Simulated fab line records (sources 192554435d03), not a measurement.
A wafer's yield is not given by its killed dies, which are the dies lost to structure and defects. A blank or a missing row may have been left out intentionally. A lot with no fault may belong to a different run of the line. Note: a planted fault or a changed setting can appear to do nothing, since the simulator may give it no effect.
8D (eight disciplines) problem report, filled in by code	flow n5-finfet	the parts of the form that need people (team, actions taken, sign-off) are left out

1. THE ISSUE
cd-nm at N5_ZERO_LAYER_CD_MEAS_11 reads a mean of 2022.1 nm on 2 wafers of 2 lots; wafers without a fault read 2000.3 nm with a standard deviation of 1.5. Measured from the usual mean, that is +15 standard deviations.
The step: target cd 2000 nm.
First observed at day 2 18:40: wafer L539.1, on cd-sem-01. Wafers with a number at this step in the record: 27, from 9 lots. Rule for "out", or "out of limits": more than 4 standard deviations from the usual mean. The rest of the wafers with a number are treated as sound.

2. WHAT IT IS; WHAT IT IS NOT
question	is	is not
which readings at this step	cd-nm	-
which lots	L539, L542	L551, L552, L553, L554, L555, L556, L557
which wafers of those lots	L539.1, L542.1	L539.4, L539.6, L542.4, L542.6
read on which gauges	cd-sem-01	cd-sem-02, cd-sem-03
when	from day 2 18:40	up to then (2 sound wafers); but 23 sound wafers of L542, L551, L552, L553, L554, L555, L556, L557 came after

3. SUSPECTS, AND WHAT RULES EACH OUT
Counting: a tool at a process step up to the reading stays a suspect if it ran every lot that is out. Sound lots after the first of them don't rule it out here, since some wafers of a struck lot are sound.
- the gauge at N5_ZERO_LAYER_CD_MEAS_11: kept. All the wafers that are out were read on cd-sem-01, and no step on other tools shows them out.
- krf-scanner-02 at N5_ZERO_LAYER_EXPOSE_08 (exposes mask ZERO, defocus 0 nm, target cd 2000 nm): kept. It ran every lot that is out, first L539 (day 2 18:29).
What counting leaves: krf-scanner-02 at N5_ZERO_LAYER_EXPOSE_08 and cd-sem-01 at N5_ZERO_LAYER_CD_MEAS_11.

4. THE CAUSE (what the simulator had put in)
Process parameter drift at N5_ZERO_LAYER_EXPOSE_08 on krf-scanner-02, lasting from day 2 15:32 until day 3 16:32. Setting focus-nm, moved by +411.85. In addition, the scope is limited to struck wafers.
Of the 2 suspects that counting leaves, this tool is one.

5. SEQUENCE OF EFFECTS, ordered by route
One row per reading whose mean, taken over the struck wafers that have a number, lies over 3 standard deviations from the usual. Only readings whose record carries a usual standard deviation are examined. hours: median over the lots of the time between each lot's start at the first step of this table that gives one and its start at this step. sigmas: the change, counted in usual standard deviations.
hours	step	reading	usual	on struck wafers	change	sigmas
0	N5_ZERO_LAYER_CD_MEAS_11	cd-nm	2000.3 nm	2022.1	+21.8	+15
Later measuring or inspecting steps at which every struck wafer that the step has a row for has a number for every such reading, and none has moved that far: N5_BEOL_M4_RC_MEAS_101.

6. HOW IT WOULD HAVE BEEN CAUGHT EARLIER
Counted from the fault's start at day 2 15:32, it took 3 hours until the first out-of-limits reading at a measuring or inspecting step in this record, taken at day 2 18:40.
Lots out: 2; of these, L542 started N5_ZERO_LAYER_EXPOSE_08 on krf-scanner-02 after day 2 18:40. Putting the tool on hold at that point would have spared it.
